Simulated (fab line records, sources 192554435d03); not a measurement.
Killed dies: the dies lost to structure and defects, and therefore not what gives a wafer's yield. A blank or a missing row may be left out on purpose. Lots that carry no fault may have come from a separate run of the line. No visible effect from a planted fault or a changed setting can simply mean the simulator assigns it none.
Matching of chambers || flow n5_finfet || N5_BEOL_M0_SAQP_ETCH_106 on rie_diel-05 has 4 sister chambers
The step etches SOC in N2/H2, stops on SiNx, target depth 150 nm. 4 wafers are shown with their chamber, then 7 later ones without.

EACH WAFER AND ITS CHAMBER
{"wafer": "L085.1", "chamber": 3, "drypump_motor_current_A (A)": 6.3}
{"wafer": "L088.6", "chamber": 0, "drypump_motor_current_A (A)": 5.7}
{"wafer": "L090.2", "chamber": 1, "drypump_motor_current_A (A)": 5.7}
{"wafer": "L090.5", "chamber": 2, "drypump_motor_current_A (A)": 5.2}

WAFERS WITH NO CHAMBER GIVEN
{"wafer": "L090.6", "drypump_motor_current_A (A)": 5.8}
{"wafer": "L091.1", "drypump_motor_current_A (A)": 5.7}
{"wafer": "L091.2", "drypump_motor_current_A (A)": 5.7}
{"wafer": "L091.4", "drypump_motor_current_A (A)": 5.2}
{"wafer": "L093.3", "drypump_motor_current_A (A)": 6.3}
{"wafer": "L093.4", "drypump_motor_current_A (A)": 5.8}
{"wafer": "L093.5", "drypump_motor_current_A (A)": 5.7}

CHAMBER TAKEN BY EACH
{"wafer": "L090.6", "from the rows above": "can't be placed: 0 or 1", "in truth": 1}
{"wafer": "L091.1", "from the rows above": "can't be placed: 0 or 1", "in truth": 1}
{"wafer": "L091.2", "from the rows above": "can't be placed: 0 or 1", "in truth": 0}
{"wafer": "L091.4", "from the rows above": 2, "in truth": 2}
{"wafer": "L093.3", "from the rows above": 3, "in truth": 3}
{"wafer": "L093.4", "from the rows above": "can't be placed: 0 or 1", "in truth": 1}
{"wafer": "L093.5", "from the rows above": "can't be placed: 0 or 1", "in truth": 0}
Placed correctly: 2 of 7. Unplaceable from these rows: 5, with the true chamber sitting among the candidates in 5. Wrongly placed: 0.
How it was worked out, from the rows above alone: a wafer's distance from a chamber is the root of the sum, over the readings, of the square of ((its reading less the chamber's mean) divided by the reading's scatter). The wafer belongs to the nearest chamber; if the next one is less than 2 further off, it can't be placed. Each chamber's mean is taken over the wafers shown for it. The scatter: with one shown wafer a chamber, the root of the mean of the squares of how far each hidden wafer lies from its nearest shown one.
